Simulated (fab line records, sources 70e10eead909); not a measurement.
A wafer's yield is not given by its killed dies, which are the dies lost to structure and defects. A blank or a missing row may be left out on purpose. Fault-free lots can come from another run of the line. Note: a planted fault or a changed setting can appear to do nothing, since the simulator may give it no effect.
Which tool is to blame? / flow nand_harc / 33 wafers from 11 lots sampled at 4 of the route's 1302 steps

## WHAT THE GAUGES READ, wafer by wafer
NHARC_END_SORT_01.
lot=L884; measured=day 25 14:29; on=prober-02; killed_dies=48 47 44
lot=L886; measured=day 25 07:27; on=prober-01; killed_dies=50 54 63
lot=L893; measured=day 29 04:14; on=prober-02; killed_dies=674 673 672
lot=L894; measured=day 29 12:04; on=prober-02; killed_dies=676 676 675
lot=L898; measured=day 30 14:07; on=prober-01; killed_dies=51 48 39
lot=L902; measured=day 32 07:13; on=prober-01; killed_dies=70 86 85
lot=L905; measured=day 33 05:57; on=prober-02; killed_dies=69 77 66
lot=L904; measured=day 33 06:01; on=prober-01; killed_dies=57 46 66

## WHICH TOOL RAN EACH LOT (tool, then ch and the chambers of the sampled wafers, then the start)
lot=L885; NHARC_A_BONDPAD_DESCUM_11=rie_diel-09 ch 0,1,3, day 23 10:13; NHARC_A_BONDPAD_ETCH_12=rie_diel-09 ch 0,1,3, day 23 10:23; NHARC_A_BONDPAD_CMP_19=cmp-01 ch 0,1,2, day 23 12:16
lot=L883; NHARC_A_BONDPAD_DESCUM_11=rie_diel-09 ch 0,3, day 23 11:31; NHARC_A_BONDPAD_ETCH_12=rie_diel-09 ch 0,1,2, day 23 11:43; NHARC_A_BONDPAD_CMP_19=cmp-01 ch 1,2,3, day 23 13:37
lot=L884; NHARC_A_BONDPAD_DESCUM_11=rie_diel-09 ch 1,3, day 24 00:14; NHARC_A_BONDPAD_ETCH_12=rie_diel-09 ch 0,1,3, day 24 00:25; NHARC_A_BONDPAD_CMP_19=cmp-03 ch 2,3, day 24 02:17
lot=L886; NHARC_A_BONDPAD_DESCUM_11=rie_diel-09 ch 0,3, day 24 01:55; NHARC_A_BONDPAD_ETCH_12=rie_diel-09 ch 0,1,3, day 24 02:05; NHARC_A_BONDPAD_CMP_19=cmp-01 ch 1,2, day 24 03:56
lot=L893; NHARC_A_BONDPAD_DESCUM_11=rie_diel-09 ch 0,3, day 27 21:33; NHARC_A_BONDPAD_ETCH_12=rie_diel-09 ch 1,2,3, day 27 21:45; NHARC_A_BONDPAD_CMP_19=cmp-03 ch 0,1, day 27 23:34
lot=L894; NHARC_A_BONDPAD_DESCUM_11=rie_diel-09 ch 0,1,2, day 28 02:31; NHARC_A_BONDPAD_ETCH_12=rie_diel-09 ch 0,1,3, day 28 02:41; NHARC_A_BONDPAD_CMP_19=cmp-01 ch 0,2,3, day 28 04:31
lot=L898; NHARC_A_BONDPAD_DESCUM_11=rie_diel-04 ch 1,2, day 29 04:26; NHARC_A_BONDPAD_ETCH_12=rie_diel-04 ch 1,2, day 29 04:37; NHARC_A_BONDPAD_CMP_19=cmp-03 ch 0,1, day 29 06:34
lot=L902; NHARC_A_BONDPAD_DESCUM_11=rie_diel-06 ch 0,1,3, day 30 22:00; NHARC_A_BONDPAD_ETCH_12=rie_diel-06 ch 0,2,3, day 30 22:11; NHARC_A_BONDPAD_CMP_19=cmp-04 ch 1,2, day 31 00:02
lot=L905; NHARC_A_BONDPAD_DESCUM_11=rie_diel-09 ch 0,1,2, day 31 18:25; NHARC_A_BONDPAD_ETCH_12=rie_diel-09 ch 1,2,3, day 31 18:36; NHARC_A_BONDPAD_CMP_19=cmp-03 ch 0,2,3, day 31 20:28
lot=L904; NHARC_A_BONDPAD_DESCUM_11=rie_diel-09 ch 1,3, day 31 20:40; NHARC_A_BONDPAD_ETCH_12=rie_diel-09 ch 1,2,3, day 31 20:50; NHARC_A_BONDPAD_CMP_19=cmp-03 ch 0,1,3, day 31 22:50
lot=L906; NHARC_A_BONDPAD_DESCUM_11=rie_diel-09 ch 0,2, day 32 15:43; NHARC_A_BONDPAD_ETCH_12=rie_diel-09 ch 0,2,3, day 32 15:54; NHARC_A_BONDPAD_CMP_19=cmp-03 ch 0,3, day 32 17:47
- NHARC_A_BONDPAD_DESCUM_11: chemistry O2, time 3 s.
- NHARC_A_BONDPAD_ETCH_12: etches the open film in CHF3/O2, target depth 220 nm, time 110 s.
- NHARC_A_BONDPAD_CMP_19: polishes, t overpolish 30 s, cu recess touch 16 s, target thk 169.82 nm.

## THE ANSWER, worked out from the rows above alone
Rule: the lots themselves supply what counts as usual. The widest of any qualifying gaps counts: lots, ordered by their means at a reading, are off when they make up no more than a third of the lots, leave a main group of 4 or more, and stand apart from it by 3 or more times the standard deviation of that group's means. The tables above print the reading to a certain number of digits; a main group whose means all agree to those digits is not used. A lot without any number at a reading at which 4 lots or more have one is off too. The other lots that the step has rows for count as sound.
Off, at NHARC_END_SORT_01 on killed_dies: L893, L894. Mean 59 and standard deviation 13 in the main group. Neither off nor sound, because the step has no rows for them: L885, L883, L906.
A tool fits if, at a process step before that reading, it ran every lot that is off, and no sound lot after the first of them. Those tools and the gauges at NHARC_END_SORT_01 are tried in the same way. No candidate that was tried fits.

## WHAT THE SIMULATOR HAD PUT IN
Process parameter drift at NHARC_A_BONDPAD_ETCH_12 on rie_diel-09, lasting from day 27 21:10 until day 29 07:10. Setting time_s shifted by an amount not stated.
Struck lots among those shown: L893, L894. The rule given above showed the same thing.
